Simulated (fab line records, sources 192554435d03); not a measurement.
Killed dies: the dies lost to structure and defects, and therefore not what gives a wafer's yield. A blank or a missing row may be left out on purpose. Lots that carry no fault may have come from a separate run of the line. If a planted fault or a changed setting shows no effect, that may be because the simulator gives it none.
Chamber matching + flow n5Finfet + N5_BEOL_M7_DEP_56 on pecvd-01 has 3 sister chambers
The step deposits SiCN from 3MS/NH3, target thk 10 nm, time 17.5 s. 6 wafers are shown with their chamber, then 7 later ones without.

== WAFERS, EACH WITH ITS CHAMBER ==
| wafer  | chamber | throttleValvePct (%) | showerheadPlenumPTorr (Torr) |
|--------|---------|----------------------|------------------------------|
| L081.5 | 2       | 8.8                  | 3.662                        |
| L087.1 | 0       | 9.8                  | 3.671                        |
| L087.2 | 1       | 8.5                  | 3.674                        |
| L087.3 | 2       | 8.7                  | 3.667                        |
| L089.1 | 0       | 9.8                  | 3.685                        |
| L089.4 | 1       | 8.8                  | 3.669                        |

== WAFERS WHOSE CHAMBER IS MISSING ==
| wafer  | throttleValvePct (%) | showerheadPlenumPTorr (Torr) |
|--------|----------------------|------------------------------|
| L089.6 | 9.4                  | 3.666                        |
| L090.2 | 8.7                  | 3.672                        |
| L090.3 | 8.8                  | 3.668                        |
| L090.6 | 9.0                  | 3.662                        |
| L096.1 | 9.1                  | 3.674                        |
| L096.3 | 9.6                  | 3.684                        |
| L096.6 | 8.9                  | 3.656                        |

== WHICH CHAMBER EACH WENT THROUGH ==
| wafer  | from the rows above     | in truth |
|--------|-------------------------|----------|
| L089.6 | can't be placed: 0 or 2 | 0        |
| L090.2 | can't be placed: 1 or 2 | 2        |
| L090.3 | can't be placed: 2 or 1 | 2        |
| L090.6 | can't be placed: 2 or 1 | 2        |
| L096.1 | can't be placed: 2 or 1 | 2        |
| L096.3 | 0                       | 0        |
| L096.6 | can't be placed: 2 or 1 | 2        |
Placed correctly: 1 of 7. Can't be placed from these rows: 6 (the true chamber is among the candidates in 6). Number placed wrongly: 0.
How it was worked out, from the rows above alone: a wafer's distance from a chamber is the root of the sum, over the readings, of the square of ((its reading less the chamber's mean) divided by the reading's scatter). If the next closest chamber is less than 2 further off than the closest, the wafer can't be placed; otherwise it belongs to the closest. The mean given for a chamber averages the wafers shown for that chamber. The scatter: the root of (the sum of the squares of (reading less its chamber's mean) over the shown wafers, divided by (wafers less chambers)).
